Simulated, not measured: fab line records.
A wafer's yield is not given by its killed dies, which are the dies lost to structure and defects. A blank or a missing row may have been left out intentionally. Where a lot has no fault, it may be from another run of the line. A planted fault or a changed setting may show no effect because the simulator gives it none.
A struck lot beside a sound one	flow nand_harc	15 steps out of a route of 1302
Sound: these wafers, L230.1, L230.4, L230.5. The struck wafers were L229.3, L229.5, L229.6. The cause is named last.
At each step with rows: each side's tool, then ch and its chambers, then its first start. Under that, the readings that differ: sound wafers	struck wafers	difference of the means	sigmas: that difference in standard deviations of wafers without a fault.
alike: words and numbers the same on both sides, and readings whose means are apart by under 2 such deviations; not compared: readings that were withheld, readings missing a value for some wafer, numbers with overlapping values and no deviation given by the record, and bounds like >300 which may hide the same value.
Wherever a step has rows on one side only, a row that says differs or no value, or a row with sigmas, the two part there. Non-overlapping numbers with no deviation appear without sigmas and do not part them. A reading missing from all wafers of one side parts the sides only when that side holds two or more wafers.

NHARC_A_CONTACT_ETCH_132: etches the open film in C4F8/O2/Ar, time 197 s, target depth 1924 nm.
  sound on har_cap_etch-03 ch 0, day 31 00:36; struck on har_cap_etch-02 ch 0,1, day 30 19:31
  alike: chamber_pressure_mTorr
  not compared: rf_hours_counter_h
then, 2 steps without rows for these wafers: NHARC_A_CONTACT_ETCH_133 (etches the open film in C4F8/O2/Ar, time 374 s, target depth 1610 nm); NHARC_A_CONTACT_ETCH_91 (etches the open film in CH3F/O2, target depth 40 nm, time 85.7 s).
NHARC_A_CONTACT_ETCH_97: etches the open film in C4F6/O2, target depth 20 nm, time 10 s.
  sound: rie_diel-13 ch 0,2; struck: rie_diel-12 ch 0,3
  alike: chamber_pressure_mTorr, drypump_motor_current_A, oes_product_au, rf_vpp_V, showerhead_plenum_p_Torr, throttle_valve_pct
  not compared: rf_hours_counter_h
NHARC_A_CONTACT_CD_MEAS_80:
  sound on cd_sem-03, day 31 01:45; struck on cd_sem-02, day 30 20:39
  alike: cd_nm
then, 3 steps without rows for these wafers: NHARC_A_CONTACT_STRIP_103 (strips in N2/H2); NHARC_A_CONTACT_STRIP_104 (strips in CF4/CHF3); NHARC_A_CONTACT_STRIP_105 (strips in O2/COS).
NHARC_A_CONTACT_ETCH_106: etches the open film in CF4/O2, target depth 90 nm, overetch 9 nm, time 49.5 s.
  sound on rie_diel-12 ch 0,1,3, day 31 02:49; struck on rie_diel-13 ch 0,1,3, day 30 21:03
  alike: chamber_pressure_mTorr, drypump_motor_current_A, oes_o_777_au, oes_product_au, rf_vpp_V, showerhead_plenum_p_Torr, throttle_valve_pct
  not compared: rf_hours_counter_h
NHARC_A_CONTACT_STRIP_82: strips in O2.
  sound: rie_diel-12 ch 0,1,3; struck: rie_diel-13 ch 1,2
  alike: chamber_pressure_mTorr, drypump_motor_current_A, oes_product_au, rf_vpp_V, showerhead_plenum_p_Torr, throttle_valve_pct
  not compared: rf_hours_counter_h
then, 1 step without rows for these wafers: NHARC_A_CONTACT_STRIP_83 (strips in post etch residue remover, time 600 s).
NHARC_A_CONTACT_DEP_84: deposits aC, target thk 2800 nm.
  sound on acl_dep-01 ch 0, day 31 06:05; struck on acl_dep-02 ch 0, day 30 23:44
  alike: susceptor_temp_C, throttle_valve_pct
NHARC_A_CONTACT_DEP_85: deposits SiON, target thk 60 nm.
  sound on pecvd-02 ch 0,1, day 31 07:53; struck on pecvd-04 ch 0,2, day 31 00:59
  no value came back on the struck wafers for any of 5 readings (chamber_pressure_Torr (Torr), heater_power_outer_w (W) and others); on the sound wafers chamber_pressure_Torr (Torr) reads 3.500 3.504 3.494
then, 1 step without rows for these wafers: NHARC_A_CONTACT_DEHYDRATE_00 (time 120 s).
-- the record jumps here: 2 days lie between the struck wafers' starts before and after (it left off in module A_CONTACT and takes up again in module END, whose first step shown is number 1302 of the route) --
NHARC_END_SORT_01:
  sound on prober-01 ch 0, day 33 08:47; struck on prober-02 ch 0, day 33 10:23
reading	sound	struck	difference	sigmas
killed_at_array	30 40 38	668 666 669	+632	+35
killed_at_other	0 0 0	6 5 3	+5	+3
killed_dies	41 44 45	677 677 677	+634	+35
  alike: killed_at_periphery, killed_open, killed_short

== WHERE THEY PART ==
Earliest at NHARC_A_CONTACT_DEP_85; latest, in this record, at NHARC_END_SORT_01.

WHY: the cause the simulator had injected
Beginning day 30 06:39, the whole step at NHARC_A_CONTACT_DEP_85 was skipped on pecvd-04. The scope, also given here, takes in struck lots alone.
